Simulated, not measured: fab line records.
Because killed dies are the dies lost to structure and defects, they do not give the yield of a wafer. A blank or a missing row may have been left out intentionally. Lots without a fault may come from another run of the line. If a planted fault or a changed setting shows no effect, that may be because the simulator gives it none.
Struck lot and sound lot, side by side + flow n5Finfet + 16 steps out of a route of 1938
Sound: these wafers, L517.1, L517.3, L517.5. Struck: wafer L522.3 (L522.2, L522.5, from the same lot, were not struck and are left out); the cause is given at the end.
Per side, at each step with rows, come the tool, then ch with its chambers, and then its first start. Under that, the readings that differ: sound wafers + struck wafers + difference of the means + sigmas: that difference in standard deviations of wafers without a fault.
alike: words and numbers the same on both sides, and readings whose means are apart by under 2 such deviations; not compared: readings that were withheld, readings missing a value for some wafer, numbers with overlapping values and no deviation given by the record, and bounds like >300 which may hide the same value.
Wherever a step has rows on one side only, a row that says differs or no value, or a row with sigmas, the two part there. Numbers that have no deviation but don't overlap get no sigmas and don't part them. A reading missing from all wafers of one side parts the sides only when that side holds two or more wafers.

first, 1 step without rows for these wafers: N5_BEOL_M0_TRENCH_ETCH_107 (etches SiOC in C4F6/O2, target depth 32.8 nm, time 16.4 s).
N5_BEOL_M0_STRIP_142: strips in N2/H2, time 10 s.
  sound on rieDiel-03 ch 1,2,3, day 6 11:47; struck on rieDiel-01 ch 2, day 7 17:59
  alike: drypumpMotorCurrentA, oesProductAu, rfVppV, showerheadPlenumPTorr, throttleValvePct
  not compared: rfHoursCounterH
N5_BEOL_M0_OCD_MEAS_108:
  struck on ocd-01, day 7 18:05; sound on ocd-02, day 6 11:52
  alike: trenchDepthNm
then, 2 steps without rows for these wafers: N5_BEOL_M0_HM_STRIP_129 (strips TiN in peroxide tin strip, target depth 17 nm, time 108 s); N5_BEOL_M0_SRD_130 (time 30 s).
N5_BEOL_M0_ETCH_109: etches SiCN in CH3F/O2, target depth 8 nm, overetch 2.4 nm, time 27.4 s.
  sound on rieDiel-01 ch 0,1,3, day 6 11:58; struck on rieDiel-03 ch 2, day 7 18:11
| reading             | sound          | struck | difference | sigmas |
|---------------------|----------------|--------|------------|--------|
| oesProductAu (a.u.) | 0.81 0.77 0.76 | 0.59   | -0.19      | -2     |
  alike: drypumpMotorCurrentA, rfVppV, showerheadPlenumPTorr, throttleValvePct
  not compared: rfHoursCounterH
then, 3 steps without rows for these wafers: N5_BEOL_M0_STRIP_139 (strips in post etch residue remover, time 60 s); N5_BEOL_M0_SRD_111 (time 30 s); N5_BEOL_M0_DEGAS_112 (time 60 s).
N5_BEOL_M0_PRE_CLEAN_113: time 30 s.
  struck on pvdSputter-02, day 7 21:04; sound on pvdSputter-01, day 6 12:34
| reading          | sound       | struck | difference | sigmas |
|------------------|-------------|--------|------------|--------|
| heaterPowerW (W) | 383 361 380 | 259    | -116       | -3     |
  alike: susceptorTempC
then, 1 step without rows for these wafers: N5_BEOL_M0_ALD_136 (deposits TaN, pulse time 2 s, purge time 3 s, co reactant purge time 2 s).
N5_BEOL_M0_SURFACE_TREAT_137:
  struck on pvdSputter-02, day 7 21:22; sound on pvdSputter-01, day 6 13:14
  not compared: throttleValvePct
N5_BEOL_M0_CVD_115: deposits Co from CCTBA/H2, time 120 s.
  sound on cvdCo-02 ch 0,1, day 6 13:25; struck on cvdCo-01 ch 0, day 7 21:27
| reading        | sound             | struck | difference | sigmas      |
|----------------|-------------------|--------|------------|-------------|
| runLengthS (s) | 143.3 142.9 142.6 | 235.7  | +92.8      | +99 or more |
N5_BEOL_M0_SPUTTER_116: material Cu, target thk 4 nm, time 7.37 s.
  struck on pvdSputter-02, day 7 21:41; sound on pvdSputter-02, day 6 13:32
  alike: susceptorTempC, throttleValvePct
-- record jumps: 3 days separate the struck wafers' starts on either side; left off in module BEOL_M0, taken up again in module BEOL_M4, whose first shown step is the route's number 1111 --
N5_BEOL_M4_RC_MEAS_101:
  sound on prober-01 ch 0, day 10 01:20; struck on prober-01 ch 0, day 11 05:01
  alike: DIBL_N, DIBL_P, IOFF_N, IOFF_P, ION_N, ION_P, SS_N, SS_P, VT_N, VT_P
N5_PASSIVATION_PROBE_49:
  the record has rows for the sound wafers here (prober-02, day 14 14:50) and none for the struck ones

== WHERE THEY PART ==
First at N5_BEOL_M0_ETCH_109; last, within this record, at N5_PASSIVATION_PROBE_49.

WHY: what the simulator had put in
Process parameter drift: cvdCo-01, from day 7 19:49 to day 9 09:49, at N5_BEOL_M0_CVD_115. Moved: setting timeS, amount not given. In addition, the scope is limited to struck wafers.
